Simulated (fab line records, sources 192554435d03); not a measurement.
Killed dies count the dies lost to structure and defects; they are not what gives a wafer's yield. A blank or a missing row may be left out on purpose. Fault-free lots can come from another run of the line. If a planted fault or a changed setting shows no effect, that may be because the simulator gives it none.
Matching of chambers + flow n5_finfet + rie_diel-04 running N5_BEOL_M2_STRIP_19: 4 sister chambers
The step strips in O2. 27 wafers are shown with their chamber, then 12 later ones without.

## EACH WAFER AND ITS CHAMBER
| wafer  | chamber | showerhead_plenum_p_Torr (Torr) | throttle_valve_pct (%) | oes_product_au (a.u.) |
|--------|---------|---------------------------------|------------------------|-----------------------|
| L075.2 | 1       | 2.17                            | 16.88                  | 0.76                  |
| L075.3 | 0       | 2.06                            | 16.88                  | 0.68                  |
| L075.5 | 2       | 2.12                            | 16.74                  | 0.81                  |
| L077.1 | 2       | 2.12                            | 16.76                  | 0.79                  |
| L077.2 | 1       | 2.17                            | 16.91                  | 0.75                  |
| L077.6 | 1       | 2.17                            | 16.92                  | 0.75                  |
| L078.1 | 1       | 2.17                            | 16.91                  | 0.74                  |
| L078.3 | 3       | 2.23                            | 16.42                  | 0.87                  |
| L078.6 | 3       | 2.23                            | 16.45                  | 0.87                  |
| L083.3 | 3       | 2.22                            | 16.47                  | 0.85                  |
| L083.4 | 0       | 2.05                            | 16.46                  | 0.98                  |
| L083.5 | 3       | 2.22                            | 16.46                  | 0.85                  |
| L082.1 | 0       | 2.05                            | 16.44                  | 0.99                  |
| L082.4 | 3       | 2.22                            | 16.47                  | 0.85                  |
| L082.5 | 0       | 2.05                            | 16.44                  | 0.99                  |
| L084.1 | 0       | 2.05                            | 16.43                  | 0.96                  |
| L084.2 | 3       | 2.22                            | 16.47                  | 0.84                  |
| L084.6 | 0       | 2.05                            | 16.44                  | 0.96                  |
| L086.1 | 2       | 2.11                            | 16.81                  | 0.78                  |
| L086.2 | 3       | 2.22                            | 16.49                  | 0.84                  |
| L086.5 | 0       | 2.05                            | 16.44                  | 0.96                  |
| L088.1 | 1       | 2.16                            | 16.96                  | 0.72                  |
| L088.2 | 3       | 2.22                            | 16.49                  | 0.83                  |
| L088.6 | 0       | 2.05                            | 16.46                  | 0.93                  |
| L089.1 | 1       | 2.16                            | 16.96                  | 0.72                  |
| L089.2 | 3       | 2.21                            | 16.49                  | 0.84                  |
| L089.4 | 0       | 2.05                            | 16.47                  | 0.92                  |

SIGNATURES (means of the wafers above)
| reading                  | chamber 0 | chamber 1 | chamber 2 | chamber 3 | scatter within a chamber |
|--------------------------|-----------|-----------|-----------|-----------|--------------------------|
| showerhead_plenum_p_Torr | 2.0511    | 2.1667    | 2.1167    | 2.2211    | 0.00501                  |
| throttle_valve_pct       | 16.4956   | 16.9233   | 16.7700   | 16.4678   | 0.0883                   |
| oes_product_au           | 0.9300    | 0.7400    | 0.7933    | 0.8489    | 0.0584                   |
Rule: for each reading, subtract the chamber's mean from the wafer's reading, divide by that reading's scatter and square the result; add these up over the readings and take the root, which gives the wafer's distance from the chamber. The wafer belongs to the nearest chamber; if the next one is less than 2 further off, it can't be placed. The scatter: take each reading less its chamber's mean, square it, sum over the shown wafers, divide by the number of wafers less the number of chambers, and take the root.

## WAFERS WITHOUT THEIR CHAMBER
| wafer  | showerhead_plenum_p_Torr (Torr) | throttle_valve_pct (%) | oes_product_au (a.u.) |
|--------|---------------------------------|------------------------|-----------------------|
| L091.1 | 2.21                            | 16.52                  | 0.83                  |
| L091.2 | 2.11                            | 16.79                  | 0.77                  |
| L091.3 | 2.16                            | 16.96                  | 0.73                  |
| L090.3 | 2.11                            | 16.80                  | 0.77                  |
| L090.5 | 2.05                            | 16.48                  | 0.92                  |
| L090.6 | 2.16                            | 16.97                  | 0.72                  |
| L094.4 | 2.05                            | 16.50                  | 0.91                  |
| L094.5 | 2.21                            | 16.51                  | 0.82                  |
| L094.6 | 2.16                            | 16.98                  | 0.72                  |
| L095.1 | 2.04                            | 16.50                  | 0.90                  |
| L095.4 | 2.04                            | 16.50                  | 0.91                  |
| L095.5 | 2.21                            | 16.52                  | 0.81                  |

## THE CHAMBER EACH PASSED THROUGH
| wafer  | from the rows above | in truth |
|--------|---------------------|----------|
| L091.1 | 3                   | 3        |
| L091.2 | 2                   | 2        |
| L091.3 | 1                   | 1        |
| L090.3 | 2                   | 2        |
| L090.5 | 0                   | 0        |
| L090.6 | 1                   | 1        |
| L094.4 | 0                   | 0        |
| L094.5 | 3                   | 3        |
| L094.6 | 1                   | 1        |
| L095.1 | 0                   | 0        |
| L095.4 | 0                   | 0        |
| L095.5 | 3                   | 3        |
Placed correctly: 12 of 12. Number that these rows cannot place: 0. 0 placed wrongly.
